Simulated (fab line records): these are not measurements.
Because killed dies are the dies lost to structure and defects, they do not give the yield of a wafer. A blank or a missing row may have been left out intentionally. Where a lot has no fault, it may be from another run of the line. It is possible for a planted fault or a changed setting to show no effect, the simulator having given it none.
Matching of chambers || flow n5Finfet || 4 sister chambers for N5_BEOL_M15_DESCUM_33 on rieDiel-02
The step chemistry O2, time 7.9 s. 16 wafers are shown with their chamber, then 8 later ones without.

WAFERS WITH THEIR CHAMBER
{"wafer": "L079.1", "chamber": 1, "drypumpMotorCurrentA (A)": 5.63, "showerheadPlenumPTorr (Torr)": 2.02, "throttleValvePct (%)": 20.50}
{"wafer": "L079.4", "chamber": 2, "drypumpMotorCurrentA (A)": 5.83, "showerheadPlenumPTorr (Torr)": 2.11, "throttleValvePct (%)": 20.05}
{"wafer": "L079.6", "chamber": 3, "drypumpMotorCurrentA (A)": 5.34, "showerheadPlenumPTorr (Torr)": 1.99, "throttleValvePct (%)": 20.51}
{"wafer": "L082.1", "chamber": 3, "drypumpMotorCurrentA (A)": 5.33, "showerheadPlenumPTorr (Torr)": 1.99, "throttleValvePct (%)": 20.52}
{"wafer": "L082.2", "chamber": 1, "drypumpMotorCurrentA (A)": 5.65, "showerheadPlenumPTorr (Torr)": 2.02, "throttleValvePct (%)": 20.50}
{"wafer": "L082.6", "chamber": 1, "drypumpMotorCurrentA (A)": 5.64, "showerheadPlenumPTorr (Torr)": 2.02, "throttleValvePct (%)": 20.50}
{"wafer": "L083.2", "chamber": 1, "drypumpMotorCurrentA (A)": 5.64, "showerheadPlenumPTorr (Torr)": 2.02, "throttleValvePct (%)": 20.49}
{"wafer": "L083.4", "chamber": 0, "drypumpMotorCurrentA (A)": 5.12, "showerheadPlenumPTorr (Torr)": 2.15, "throttleValvePct (%)": 20.25}
{"wafer": "L083.6", "chamber": 1, "drypumpMotorCurrentA (A)": 5.65, "showerheadPlenumPTorr (Torr)": 2.02, "throttleValvePct (%)": 20.50}
{"wafer": "L086.1", "chamber": 3, "drypumpMotorCurrentA (A)": 5.33, "showerheadPlenumPTorr (Torr)": 1.99, "throttleValvePct (%)": 20.55}
{"wafer": "L086.2", "chamber": 0, "drypumpMotorCurrentA (A)": 5.09, "showerheadPlenumPTorr (Torr)": 2.15, "throttleValvePct (%)": 20.26}
{"wafer": "L086.4", "chamber": 1, "drypumpMotorCurrentA (A)": 5.66, "showerheadPlenumPTorr (Torr)": 2.01, "throttleValvePct (%)": 20.52}
{"wafer": "L092.2", "chamber": 0, "drypumpMotorCurrentA (A)": 5.11, "showerheadPlenumPTorr (Torr)": 2.14, "throttleValvePct (%)": 20.26}
{"wafer": "L092.4", "chamber": 3, "drypumpMotorCurrentA (A)": 5.31, "showerheadPlenumPTorr (Torr)": 1.99, "throttleValvePct (%)": 20.55}
{"wafer": "L092.6", "chamber": 0, "drypumpMotorCurrentA (A)": 5.09, "showerheadPlenumPTorr (Torr)": 2.14, "throttleValvePct (%)": 20.26}
{"wafer": "L093.1", "chamber": 1, "drypumpMotorCurrentA (A)": 5.67, "showerheadPlenumPTorr (Torr)": 2.01, "throttleValvePct (%)": 20.51}

SIGNATURES (averages over the wafers above)
{"reading": "drypumpMotorCurrentA", "chamber 0": 5.1025, "chamber 1": 5.6486, "chamber 2": 5.8300, "chamber 3": 5.3275, "scatter within a chamber": 0.0136}
{"reading": "showerheadPlenumPTorr", "chamber 0": 2.1450, "chamber 1": 2.0171, "chamber 2": 2.1100, "chamber 3": 1.9900, "scatter within a chamber": 0.0045}
{"reading": "throttleValvePct", "chamber 0": 20.2575, "chamber 1": 20.5029, "chamber 2": 20.0500, "chamber 3": 20.5325, "scatter within a chamber": 0.0126}
Rule: distance of a wafer from a chamber = root of the sum over the readings of ((wafer's reading minus chamber's mean) / reading's scatter) squared. If the next closest chamber is less than 2 further off than the closest, the wafer can't be placed; otherwise it belongs to the closest. How the scatter is found: for the shown wafers, subtract from each reading the mean of its chamber, square and add these, divide the total by (wafers less chambers), then take the root.

WAFERS MISSING THEIR CHAMBER
{"wafer": "L093.4", "drypumpMotorCurrentA (A)": 5.10, "showerheadPlenumPTorr (Torr)": 2.14, "throttleValvePct (%)": 20.27}
{"wafer": "L093.6", "drypumpMotorCurrentA (A)": 5.35, "showerheadPlenumPTorr (Torr)": 1.98, "throttleValvePct (%)": 20.55}
{"wafer": "L097.1", "drypumpMotorCurrentA (A)": 5.36, "showerheadPlenumPTorr (Torr)": 1.98, "throttleValvePct (%)": 20.57}
{"wafer": "L097.2", "drypumpMotorCurrentA (A)": 5.82, "showerheadPlenumPTorr (Torr)": 2.10, "throttleValvePct (%)": 20.10}
{"wafer": "L097.3", "drypumpMotorCurrentA (A)": 5.65, "showerheadPlenumPTorr (Torr)": 2.01, "throttleValvePct (%)": 20.53}
{"wafer": "L095.3", "drypumpMotorCurrentA (A)": 5.85, "showerheadPlenumPTorr (Torr)": 2.10, "throttleValvePct (%)": 20.10}
{"wafer": "L095.5", "drypumpMotorCurrentA (A)": 5.87, "showerheadPlenumPTorr (Torr)": 2.10, "throttleValvePct (%)": 20.09}
{"wafer": "L095.6", "drypumpMotorCurrentA (A)": 5.39, "showerheadPlenumPTorr (Torr)": 1.98, "throttleValvePct (%)": 20.56}

THE CHAMBER EACH PASSED THROUGH
{"wafer": "L093.4", "from the rows above": 0, "in truth": 0}
{"wafer": "L093.6", "from the rows above": 3, "in truth": 3}
{"wafer": "L097.1", "from the rows above": 3, "in truth": 3}
{"wafer": "L097.2", "from the rows above": 2, "in truth": 2}
{"wafer": "L097.3", "from the rows above": 1, "in truth": 1}
{"wafer": "L095.3", "from the rows above": 2, "in truth": 2}
{"wafer": "L095.5", "from the rows above": 2, "in truth": 2}
{"wafer": "L095.6", "from the rows above": 3, "in truth": 3}
Placed correctly: 8 of 8. Left unplaced by these rows: 0. 0 placed wrongly.
